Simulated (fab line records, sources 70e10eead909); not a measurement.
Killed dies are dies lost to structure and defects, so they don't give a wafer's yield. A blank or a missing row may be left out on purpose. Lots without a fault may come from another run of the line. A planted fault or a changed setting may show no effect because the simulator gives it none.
Which tool did it? | flow nand_harc | 24 lots, 72 wafers sampled, at 6 steps of a route of 1159

WHAT THE GAUGES READ, wafer by wafer
The record holds no reading of a measuring or inspecting step that can be judged against a usual standard deviation.

WHICH TOOL RAN EACH LOT (tool, then ch and the chambers of the sampled wafers, then the start)
lot  | NHARC_A_STAIRCASE_ETCH_19                     | NHARC_A_STAIRCASE_ETCH_21                     | NHARC_A_STAIRCASE_ETCH_25                     | NHARC_A_STAIRCASE_ETCH_188                    | NHARC_A_STAIRCASE_ETCH_225                    | NHARC_A_STAIRCASE_TRIM_229
L074 | rie_diel-04 ch 1,2, day 11 03:38 or earlier   | rie_diel-04 ch 0,2,3, day 11 03:38 or earlier | rie_diel-04 ch 1,2, day 11 03:38 or earlier   | rie_diel-03 ch 0,1,2, day 11 03:38 or earlier | rie_diel-11 ch 2,3, day 11 03:38 or earlier   | rie_diel-04 ch 0,1, day 11 03:38
L075 | rie_diel-04 ch 1,2, day 11 19:25 or earlier   | rie_diel-04 ch 0,2,3, day 11 19:25 or earlier | rie_diel-04 ch 2,3, day 11 19:25 or earlier   | rie_diel-11 ch 1,2,3, day 11 19:25 or earlier | rie_diel-03 ch 1,2, day 11 19:25 or earlier   | rie_diel-03 ch 0,2,3, day 11 19:25
L079 | rie_diel-11 ch 0,1,2, day 11 19:16 or earlier | rie_diel-11 ch 0,1,2, day 11 19:16 or earlier | rie_diel-11 ch 2,3, day 11 19:16 or earlier   | rie_diel-04 ch 0,1,3, day 11 19:16 or earlier | rie_diel-11 ch 0,1, day 11 19:16 or earlier   | rie_diel-11 ch 1,2,3, day 11 19:16
L076 | rie_diel-11 ch 0,1,2, day 12 00:04 or earlier | rie_diel-11 ch 1,2,3, day 12 00:04 or earlier | rie_diel-11 ch 0,2,3, day 12 00:04 or earlier | rie_diel-11 ch 1,2,3, day 12 00:04 or earlier | rie_diel-03 ch 0,1,2, day 12 00:04 or earlier | rie_diel-03 ch 1,2,3, day 12 00:04
L077 | rie_diel-04 ch 0,1, day 11 22:23 or earlier   | rie_diel-04 ch 0,2,3, day 11 22:23 or earlier | rie_diel-04 ch 1,3, day 11 22:23 or earlier   | rie_diel-04 ch 0,2,3, day 11 22:23 or earlier | rie_diel-11 ch 0,1,2, day 11 22:23 or earlier | rie_diel-11 ch 0,2,3, day 11 22:23
L078 | rie_diel-04 ch 0,1,3, day 12 03:44 or earlier | rie_diel-11 ch 1,3, day 12 03:44 or earlier   | rie_diel-11 ch 1,2,3, day 12 03:44 or earlier | rie_diel-11 ch 0,1,3, day 12 03:44 or earlier | rie_diel-04 ch 1,2, day 12 03:44 or earlier   | rie_diel-04 ch 0,3, day 12 03:44
L083 | rie_diel-11 ch 1,3, day 13 07:22 or earlier   | rie_diel-11 ch 0,1,2, day 13 07:22 or earlier | rie_diel-11 ch 1,3, day 13 07:22 or earlier   | rie_diel-11 ch 0,2,3, day 13 07:22 or earlier | rie_diel-03 ch 0,3, day 13 07:22 or earlier   | rie_diel-11 ch 0,3, day 13 07:22
L080 | rie_diel-11 ch 0,1,3, day 13 14:10 or earlier | rie_diel-11 ch 0,1, day 13 14:10 or earlier   | rie_diel-11 ch 1,2,3, day 13 14:10 or earlier | rie_diel-03 ch 0,3, day 13 14:10 or earlier   | rie_diel-04 ch 0,1,3, day 13 14:10 or earlier | rie_diel-03 ch 0,3, day 13 14:10
L081 | rie_diel-11 ch 1,3, day 13 14:24 or earlier   | rie_diel-03 ch 1,2,3, day 13 14:24 or earlier | rie_diel-03 ch 0,2,3, day 13 14:24 or earlier | rie_diel-03 ch 0,1,3, day 13 14:24 or earlier | rie_diel-04 ch 0,1,3, day 13 14:24 or earlier | rie_diel-11 ch 1,2,3, day 13 14:24
L082 | rie_diel-03 ch 0,3, day 13 16:45 or earlier   | rie_diel-11 ch 0,2,3, day 13 16:45 or earlier | rie_diel-11 ch 0,1,3, day 13 16:45 or earlier | rie_diel-04 ch 0,3, day 13 16:45 or earlier   | rie_diel-11 ch 1,3, day 13 16:45 or earlier   | rie_diel-04 ch 1,2,3, day 13 16:45
L085 | rie_diel-11 ch 1,2,3, day 13 19:26 or earlier | rie_diel-11 ch 2,3, day 13 19:26 or earlier   | rie_diel-11 ch 1,2,3, day 13 19:26 or earlier | rie_diel-04 ch 0,3, day 13 19:26 or earlier   | rie_diel-03 ch 0,2,3, day 13 19:26 or earlier | rie_diel-11 ch 0,1,3, day 13 19:26
L084 | rie_diel-04 ch 0,1,3, day 13 20:59 or earlier | rie_diel-11 ch 1,2,3, day 13 20:59 or earlier | rie_diel-11 ch 1,2,3, day 13 20:59 or earlier | rie_diel-03 ch 0,1,3, day 13 20:59 or earlier | rie_diel-03 ch 0,2,3, day 13 20:59 or earlier | rie_diel-04 ch 0,1,2, day 13 20:59
L086 | rie_diel-03 ch 0,1,2, day 14 14:59 or earlier | rie_diel-03 ch 1,2, day 14 14:59 or earlier   | rie_diel-03 ch 0,2,3, day 14 14:59 or earlier | rie_diel-11 ch 0,2,3, day 14 14:59 or earlier | rie_diel-04 ch 1,2,3, day 14 14:59 or earlier | rie_diel-04 ch 0,3, day 14 14:59
L087 | rie_diel-04 ch 0,1,3, day 14 15:32 or earlier | rie_diel-11 ch 0,1, day 14 15:32 or earlier   | rie_diel-11 ch 1,2, day 14 15:32 or earlier   | rie_diel-04 ch 1,2, day 14 15:32 or earlier   | rie_diel-03 ch 1,2,3, day 14 15:32 or earlier | rie_diel-11 ch 0,1, day 14 15:32
L092 | rie_diel-11 ch 1,2,3, day 15 04:47 or earlier | rie_diel-11 ch 0,1,2, day 15 04:47 or earlier | rie_diel-11 ch 1,2,3, day 15 04:47 or earlier | rie_diel-04 ch 0,1,3, day 15 04:47 or earlier | rie_diel-03 ch 1,2,3, day 15 04:47 or earlier | rie_diel-03 ch 0,1,3, day 15 04:47
L091 | rie_diel-03 ch 0,1,3, day 15 08:49 or earlier | rie_diel-11 ch 0,1, day 15 08:49 or earlier   | rie_diel-11 ch 0,1,2, day 15 08:49 or earlier | rie_diel-03 ch 0,2, day 15 08:49 or earlier   | rie_diel-04 ch 0,3, day 15 08:49 or earlier   | rie_diel-11 ch 2,3, day 15 08:49
L089 | rie_diel-04 ch 1,2,3, day 15 13:23 or earlier | rie_diel-11 ch 0,1,2, day 15 13:23 or earlier | rie_diel-11 ch 1,2,3, day 15 13:23 or earlier | rie_diel-03 ch 0,1,3, day 15 13:23 or earlier | rie_diel-11 ch 0,2,3, day 15 13:23 or earlier | rie_diel-11 ch 1,2,3, day 15 13:23
L088 | rie_diel-11 ch 1,2, day 15 17:34 or earlier   | rie_diel-11 ch 0,1,3, day 15 17:34 or earlier | rie_diel-11 ch 2,3, day 15 17:34 or earlier   | rie_diel-11 ch 0,3, day 15 17:34 or earlier   | rie_diel-04 ch 1,2,3, day 15 17:34 or earlier | rie_diel-11 ch 1,2, day 15 17:34
L093 | rie_diel-11 ch 2,3, day 15 20:42 or earlier   | rie_diel-03 ch 0,2,3, day 15 20:42 or earlier | rie_diel-03 ch 0,1, day 15 20:42 or earlier   | rie_diel-11 ch 0,2,3, day 15 20:42 or earlier | rie_diel-04 ch 2,3, day 15 20:42 or earlier   | rie_diel-04 ch 0,1,2, day 15 20:42
L090 | rie_diel-04 ch 0,1,3, day 15 20:59 or earlier | rie_diel-04 ch 0,2,3, day 15 20:59 or earlier | rie_diel-04 ch 1,2,3, day 15 20:59 or earlier | rie_diel-03 ch 1,2,3, day 15 20:59 or earlier | rie_diel-11 ch 0,1, day 15 20:59 or earlier   | rie_diel-11 ch 0,1, day 15 20:59
L094 | rie_diel-04 ch 1,2,3, day 16 03:26 or earlier | rie_diel-11 ch 1,2,3, day 16 03:26 or earlier | rie_diel-11 ch 0,2,3, day 16 03:26 or earlier | rie_diel-04 ch 0,1,3, day 16 03:26 or earlier | rie_diel-03 ch 0,1,3, day 16 03:26 or earlier | rie_diel-03 ch 1,2,3, day 16 03:26
L095 | rie_diel-03 ch 1,2,3, day 16 06:15 or earlier | rie_diel-04 ch 0,1,3, day 16 06:15 or earlier | rie_diel-04 ch 0,2,3, day 16 06:15 or earlier | rie_diel-04 ch 0,1,2, day 16 06:15 or earlier | rie_diel-03 ch 1,2,3, day 16 06:15 or earlier | rie_diel-11 ch 0,1,3, day 16 06:15
L096 | rie_diel-04 ch 1,3, day 16 14:54 or earlier   | rie_diel-04 ch 1,2, day 16 14:54 or earlier   | rie_diel-04 ch 0,1,3, day 16 14:54 or earlier | rie_diel-04 ch 1,3, day 16 14:54 or earlier   | rie_diel-03 ch 0,1,3, day 16 14:54 or earlier | rie_diel-03 ch 0,1,3, day 16 14:54
L097 | rie_diel-11 ch 0,1,2, day 16 15:29 or earlier | rie_diel-03 ch 1,3, day 16 15:29 or earlier   | rie_diel-03 ch 1,2,3, day 16 15:29 or earlier | rie_diel-04 ch 0,1, day 16 15:29 or earlier   | rie_diel-03 ch 0,1,2, day 16 15:29 or earlier | rie_diel-04 ch 0,3, day 16 15:29
- NHARC_A_STAIRCASE_ETCH_19: etches the open film in C4F8/O2, target depth 100 nm, time 40.5 s.
- NHARC_A_STAIRCASE_ETCH_21: etches the open film in C4F8/O2, target depth 100 nm, time 40.5 s.
- NHARC_A_STAIRCASE_ETCH_25: etches the open film in C4F8/O2, target depth 100 nm, time 40.5 s.
- NHARC_A_STAIRCASE_ETCH_188: etches the open film in C4F8/O2, target depth 100 nm, time 40.5 s.
- NHARC_A_STAIRCASE_ETCH_225: etches the open film in C4F8/O2, target depth 100 nm, time 40.5 s.
- NHARC_A_STAIRCASE_TRIM_229: chemistry O2, time 211.2 s.

WHAT THE TOOLS THEMSELVES READ (means of the sampled wafers that have a number; where no wafer has one, the mark that the record gives instead)
NHARC_A_STAIRCASE_ETCH_19.
lot  | tool        | oes_product_au (a.u.) | rf_vpp_V (V)
L074 | rie_diel-04 | 0.946                 | 888
L075 | rie_diel-04 | 0.943                 | 887
L079 | rie_diel-11 | 0.941                 | 898
L076 | rie_diel-11 | 0.936                 | 897
L077 | rie_diel-04 | 0.950                 | 891
L078 | rie_diel-04 | 0.947                 | 896
L083 | rie_diel-11 | 0.948                 | 889
L080 | rie_diel-11 | 0.942                 | 892
L081 | rie_diel-11 | 0.936                 | 890
L082 | rie_diel-03 | 0.928                 | 897
L085 | rie_diel-11 | 0.947                 | 893
L084 | rie_diel-04 | 0.926                 | 902
L086 | rie_diel-03 | 0.933                 | 889
L087 | rie_diel-04 | 0.939                 | 902
L092 | rie_diel-11 | 0.941                 | 892
L091 | rie_diel-03 | 0.950                 | 893
L089 | rie_diel-04 | 0.931                 | 898
L088 | rie_diel-11 | 0.939                 | 893
L093 | rie_diel-11 | 0.938                 | 895
L090 | rie_diel-04 | 0.926                 | 902
L094 | rie_diel-04 | 0.944                 | 899
L095 | rie_diel-03 | 0.939                 | 895
L096 | rie_diel-04 | 0.932                 | 904
L097 | rie_diel-11 | 0.942                 | 897

NHARC_A_STAIRCASE_ETCH_21.
lot  | tool        | oes_product_au (a.u.) | rf_vpp_V (V)
L074 | rie_diel-04 | 0.950                 | 896
L075 | rie_diel-04 | 0.937                 | 896
L079 | rie_diel-11 | 0.939                 | 896
L076 | rie_diel-11 | 0.936                 | 893
L077 | rie_diel-04 | 0.936                 | 896
L078 | rie_diel-11 | 0.968                 | 890
L083 | rie_diel-11 | 0.944                 | 896
L080 | rie_diel-11 | 0.945                 | 894
L081 | rie_diel-03 | 0.973                 | 896
L082 | rie_diel-11 | 0.977                 | 895
L085 | rie_diel-11 | 0.949                 | 890
L084 | rie_diel-11 | 0.943                 | 893
L086 | rie_diel-03 | 0.946                 | 891
L087 | rie_diel-11 | 0.932                 | 896
L092 | rie_diel-11 | 0.949                 | 897
L091 | rie_diel-11 | 0.925                 | 896
L089 | rie_diel-11 | 0.964                 | 896
L088 | rie_diel-11 | 0.952                 | 891
L093 | rie_diel-03 | 0.931                 | 894
L090 | rie_diel-04 | 0.942                 | 896
L094 | rie_diel-11 | 0.956                 | 892
L095 | rie_diel-04 | 0.957                 | 901
L096 | rie_diel-04 | 0.964                 | 899
L097 | rie_diel-03 | 0.924                 | 897

NHARC_A_STAIRCASE_ETCH_25.
lot  | tool        | oes_product_au (a.u.) | rf_vpp_V (V)
L074 | rie_diel-04 | 0.946                 | 888
L075 | rie_diel-04 | 0.933                 | 893
L079 | rie_diel-11 | 0.943                 | 896
L076 | rie_diel-11 | 0.942                 | 894
L077 | rie_diel-04 | 0.939                 | 897
L078 | rie_diel-11 | 0.959                 | 893
L083 | rie_diel-11 | 0.940                 | 891
L080 | rie_diel-11 | 0.946                 | 892
L081 | rie_diel-03 | 0.947                 | 895
L082 | rie_diel-11 | 0.947                 | 893
L085 | rie_diel-11 | 0.952                 | 893
L084 | rie_diel-11 | 0.939                 | 893
L086 | rie_diel-03 | 0.949                 | 895
L087 | rie_diel-11 | 0.938                 | 897
L092 | rie_diel-11 | 0.955                 | 892
L091 | rie_diel-11 | 0.935                 | 895
L089 | rie_diel-11 | 0.940                 | 893
L088 | rie_diel-11 | 0.932                 | 890
L093 | rie_diel-03 | 0.941                 | 888
L090 | rie_diel-04 | 0.940                 | 897
L094 | rie_diel-11 | 0.941                 | 895
L095 | rie_diel-04 | 0.943                 | 896
L096 | rie_diel-04 | 0.944                 | 902
L097 | rie_diel-03 | 0.946                 | 895

NHARC_A_STAIRCASE_ETCH_188.
lot  | tool        | oes_product_au (a.u.) | rf_vpp_V (V)
L074 | rie_diel-03 | 0.953                 | 891
L075 | rie_diel-11 | 0.936                 | 893
L079 | rie_diel-04 | 0.923                 | 896
L076 | rie_diel-11 | 0.953                 | 893
L077 | rie_diel-04 | 0.945                 | 896
L078 | rie_diel-11 | 0.938                 | 892
L083 | rie_diel-11 | 0.940                 | 895
L080 | rie_diel-03 | 0.925                 | 897
L081 | rie_diel-03 | 0.927                 | 892
L082 | rie_diel-04 | 0.937                 | 899
L085 | rie_diel-04 | 0.950                 | 900
L084 | rie_diel-03 | 0.947                 | 892
L086 | rie_diel-11 | 0.931                 | 895
L087 | rie_diel-04 | 0.927                 | 899
L092 | rie_diel-04 | 0.950                 | 902
L091 | rie_diel-03 | 0.933                 | 890
L089 | rie_diel-03 | 0.929                 | 892
L088 | rie_diel-11 | 0.940                 | 889
L093 | rie_diel-11 | 0.957                 | 895
L090 | rie_diel-03 | 0.924                 | 895
L094 | rie_diel-04 | 0.940                 | 902
L095 | rie_diel-04 | 0.940                 | 897
L096 | rie_diel-04 | 0.932                 | 903
L097 | rie_diel-04 | 0.940                 | 903

NHARC_A_STAIRCASE_ETCH_225.
lot  | tool        | oes_product_au (a.u.) | rf_vpp_V (V)
L074 | rie_diel-11 | 0.940                 | 891
L075 | rie_diel-03 | 0.942                 | 891
L079 | rie_diel-11 | 0.945                 | 894
L076 | rie_diel-03 | 0.954                 | 890
L077 | rie_diel-11 | 0.952                 | 896
L078 | rie_diel-04 | 0.936                 | 887
L083 | rie_diel-03 | 0.929                 | 892
L080 | rie_diel-04 | 0.935                 | 902
L081 | rie_diel-04 | 0.938                 | 902
L082 | rie_diel-11 | 0.942                 | 888
L085 | rie_diel-03 | 0.947                 | 894
L084 | rie_diel-03 | 0.945                 | 894
L086 | rie_diel-04 | 0.938                 | 898
L087 | rie_diel-03 | 0.946                 | 895
L092 | rie_diel-03 | 0.935                 | 895
L091 | rie_diel-04 | 0.943                 | 899
L089 | rie_diel-11 | 0.938                 | 895
L088 | rie_diel-04 | 0.924                 | 898
L093 | rie_diel-04 | 0.953                 | 892
L090 | rie_diel-11 | 0.955                 | 895
L094 | rie_diel-03 | 0.947                 | 891
L095 | rie_diel-03 | 0.929                 | 894
L096 | rie_diel-03 | 0.941                 | 892
L097 | rie_diel-03 | 0.934                 | 890

NHARC_A_STAIRCASE_TRIM_229.
lot  | tool        | drypump_motor_current_A (A) | o2_flow_sccm (sccm) | oes_product_au (a.u.) | rf_vpp_V (V) | showerhead_plenum_p_Torr (Torr) | throttle_valve_pct (%)
L074 | rie_diel-04 | 6.1                         | 500.0               | 1.001                 | 58.0         | 3.39                            | 17.039
L075 | rie_diel-03 | 6.2                         | 498.8               | 1.006                 | 57.3         | 3.50                            | 17.034
L079 | rie_diel-11 | 5.5                         | 500.1               | 1.008                 | 57.8         | 3.44                            | 17.044
L076 | rie_diel-03 | 6.5                         | 499.4               | 1.011                 | 57.8         | 3.52                            | 17.030
L077 | rie_diel-11 | 5.8                         | 500.5               | 1.012                 | 57.5         | 3.50                            | 17.024
L078 | rie_diel-04 | 6.0                         | 500.9               | 1.006                 | 57.8         | 3.63                            | 17.031
L083 | rie_diel-11 | 5.8                         | 499.5               | 1.008                 | 57.0         | 3.38                            | 17.037
L080 | rie_diel-03 | 5.7                         | 501.2               | 0.998                 | 56.8         | 3.42                            | 17.029
L081 | rie_diel-11 | 5.4                         | 499.3               | 1.016                 | 58.0         | 3.43                            | 17.037
L082 | rie_diel-04 | 6.0                         | 498.6               | 0.997                 | 57.7         | 3.60                            | 17.031
L085 | rie_diel-11 | 5.8                         | 500.3               | 1.001                 | 58.1         | 3.42                            | 17.033
L084 | rie_diel-04 | 5.9                         | 500.0               | 1.003                 | 58.4         | 3.57                            | 17.035
L086 | rie_diel-04 | 6.0                         | 500.0               | 1.002                 | 57.4         | 3.66                            | 17.037
L087 | rie_diel-11 | 5.8                         | 498.7               | 1.008                 | 57.5         | 3.45                            | 17.036
L092 | rie_diel-03 | 6.0                         | 499.8               | 0.999                 | 57.7         | 3.43                            | 17.044
L091 | rie_diel-11 | 5.4                         | 499.7               | 1.007                 | 57.4         | 3.50                            | 17.043
L089 | rie_diel-11 | 5.4                         | 500.5               | 1.007                 | 57.7         | 3.43                            | 17.045
L088 | rie_diel-11 | 5.5                         | 497.8               | 0.999                 | 57.4         | 3.47                            | 17.028
L093 | rie_diel-04 | 5.9                         | 500.9               | 0.997                 | 57.4         | 3.55                            | 17.029
L090 | rie_diel-11 | 5.9                         | 500.7               | 1.004                 | 58.0         | 3.45                            | 17.038
L094 | rie_diel-03 | 6.5                         | 500.0               | 0.998                 | 57.4         | 3.50                            | 17.036
L095 | rie_diel-11 | 5.8                         | 500.4               | 1.001                 | 57.8         | 3.41                            | 17.042
L096 | rie_diel-03 | 6.0                         | 499.8               | 1.007                 | 57.1         | 3.42                            | 17.034
L097 | rie_diel-04 | 6.0                         | 501.6               | 1.000                 | 58.1         | 3.65                            | 17.031

THE ANSWER, worked out from the rows above alone
Rule: what is usual is taken from the lots themselves. Put in order of their means at a reading, lots are off if they are a third of the lots or fewer, leave a main group of 4 or more, and stand apart from it by a gap of 3 or more times the standard deviation of the main group's means; of several such gaps the widest counts. A main group whose means are all the same, to the digits that the tables above print for the reading, isn't used. A lot without any number at a reading at which 4 lots or more have one is off too. The other lots that the step has rows for count as sound. The gauges are gone through in route order, then the tools' own readings, and for those a lot's mean is taken as printed above. The first step at which some lot is off is used, and at that step the reading that is off furthest; a lot without a number counts as furthest.
No lot is off at any reading shown: from this, nothing can be told.

WHAT THE SIMULATOR HAD PUT IN
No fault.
